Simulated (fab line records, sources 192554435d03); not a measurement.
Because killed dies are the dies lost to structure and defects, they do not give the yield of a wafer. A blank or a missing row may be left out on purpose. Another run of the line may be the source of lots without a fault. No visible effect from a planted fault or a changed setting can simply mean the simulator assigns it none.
8D (eight disciplines) problem report, filled in by code ; flow n5Finfet ; the parts of the form that need people (team, actions taken, sign-off) are left out

== 1. THE ISSUE ==
Mean of runLengthS at N5_BEOL_M15_ETCH_59: 85.2 s across 2 wafers in 2 lots; on wafers with no fault it is 91.4 s (standard deviation 0.5). That puts it -12 standard deviations away from the usual mean.
The step: etches BARC in N2/H2, target depth 89 nm, overetch 26.7 nm, time 67.9 s.
Seen first at day 15 15:55 on rieDiel-05, wafer L216.1. The record has a number at this step for 18 wafers belonging to 6 lots. By rule, "out" or "out of limits" means more than 4 standard deviations away from the usual mean. Any other wafer with a number is counted as sound.

== 2. WHAT IT IS, WHAT IT ISN'T ==
question;is;is not
which readings at this step;runLengthS;drypumpMotorCurrentA, oesProductAu, rfVppV, showerheadPlenumPTorr, throttleValvePct
which lots;L216, L218;L199, L200, L205, L217
which wafers of those lots;L216.1, L218.4;L216.4, L216.6, L218.2, L218.3
read on which tools;rieDiel-05;rieDiel-02
when;from day 15 15:55;"up to then (11 sound wafers); but 5 sound wafers of L217, L218 came after"

== 3. THE SUSPECTS, EACH WITH WHAT RULES IT OUT ==
Counting: any tool at a process step up to the reading remains a suspect provided it ran every lot that is out. Sound lots after the first of them don't rule it out here, since some wafers of a struck lot are sound.
- rieDiel-05 at N5_BEOL_M15_DESCUM_15 (chemistry O2, time 7.9 s): kept. It processed each lot that is out (first: L216, day 15 15:52); up to then, its last sound lot is L205 (day 12 18:47).
- rieDiel-05 at N5_BEOL_M15_ETCH_59 (etches BARC in N2/H2, target depth 89 nm, overetch 26.7 nm, time 67.9 s): kept. It processed each lot that is out (first: L216, day 15 15:55); up to then, its last sound lot is L205 (day 12 18:50). On those wafers its own readings are out: runLengthS.
- Within rieDiel-05 at N5_BEOL_M15_DESCUM_15: the wafers that are out ran in chamber 0; their sound lot-mates ran in chambers 2, 3.
- Within rieDiel-05 at N5_BEOL_M15_ETCH_59: the wafers that are out ran in chamber 0; their sound lot-mates ran in chambers 2, 3.
After counting, rieDiel-05 at N5_BEOL_M15_DESCUM_15 and rieDiel-05 at N5_BEOL_M15_ETCH_59 remain.

== 4. THE CAUSE (what the simulator had put in) ==
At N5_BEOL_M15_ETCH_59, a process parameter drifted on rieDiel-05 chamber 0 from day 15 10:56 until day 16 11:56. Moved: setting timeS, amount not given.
Of the 2 suspects that counting leaves, this tool is one.

== 5. SEQUENCE OF EFFECTS, ordered by route ==
Each row: a reading whose mean over the struck wafers that have a number lies more than 3 standard deviations from the usual. Scope: only readings with a usual standard deviation given in the record; hours: median across lots of the time from each lot's start at the first step in this table that gives one to its start at this step; sigmas: change in usual standard deviations.
hours;step;reading;usual;on struck wafers;change;sigmas
0;N5_BEOL_M15_ETCH_59;runLengthS;91.4 s;85.2;-6.2;-12
The process steps in it:
- N5_BEOL_M15_ETCH_59: etches BARC in N2/H2, target depth 89 nm, overetch 26.7 nm, time 67.9 s.

== 6. WHAT WOULD HAVE CAUGHT IT SOONER ==
The fault began at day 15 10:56; the first out-of-limits reading in this record came at day 15 15:55, 5 hours later.
